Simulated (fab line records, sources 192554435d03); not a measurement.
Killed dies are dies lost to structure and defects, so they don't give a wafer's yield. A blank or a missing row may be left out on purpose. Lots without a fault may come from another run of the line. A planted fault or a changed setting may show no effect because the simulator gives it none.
Chamber matching | flow n5_finfet | N5_SDB_HM_DEP_00 on pecvd-04: 3 sister chambers
The step deposits SiNx from SiH4/NH3/N2, target thk 40 nm, time 35.3 s. 6 wafers are shown with their chamber, then 11 later ones without.

WAFERS WITH THEIR CHAMBER
wafer  | chamber | throttle_valve_pct (%) | showerhead_plenum_p_Torr (Torr)
L081.6 | 0       | 38.3                   | 5.17
L087.1 | 1       | 43.6                   | 5.10
L087.5 | 1       | 43.6                   | 5.11
L088.1 | 0       | 38.4                   | 5.18
L088.4 | 2       | 38.1                   | 5.09
L089.3 | 2       | 38.2                   | 5.09

WAFERS WITHOUT THEIR CHAMBER
wafer  | throttle_valve_pct (%) | showerhead_plenum_p_Torr (Torr)
L089.4 | 38.1                   | 5.09
L089.6 | 43.4                   | 5.09
L090.2 | 43.4                   | 5.11
L090.4 | 43.4                   | 5.11
L090.5 | 38.4                   | 5.18
L092.1 | 43.8                   | 5.09
L092.3 | 38.3                   | 5.18
L092.5 | 38.1                   | 5.19
L096.1 | 38.1                   | 5.09
L096.5 | 38.2                   | 5.09
L096.6 | 38.4                   | 5.19

WHICH CHAMBER EACH WENT THROUGH
wafer  | from the rows above | in truth
L089.4 | 2                   | 2
L089.6 | 1                   | 1
L090.2 | 1                   | 1
L090.4 | 1                   | 1
L090.5 | 0                   | 0
L092.1 | 1                   | 1
L092.3 | 0                   | 0
L092.5 | 0                   | 0
L096.1 | 2                   | 2
L096.5 | 2                   | 2
L096.6 | 0                   | 0
Placed correctly: 11 of 11. Can't be placed from these rows: 0. Placed wrongly: 0.
How it was worked out, from the rows above alone: a wafer's distance from a chamber is the root of the sum, over the readings, of the square of ((its reading less the chamber's mean) divided by the reading's scatter). The wafer belongs to the nearest chamber; if the next one is less than 2 further off, it can't be placed. A chamber's mean is the mean of its shown wafers. The scatter: the root of (the sum of the squares of (reading less its chamber's mean) over the shown wafers, divided by (wafers less chambers)).
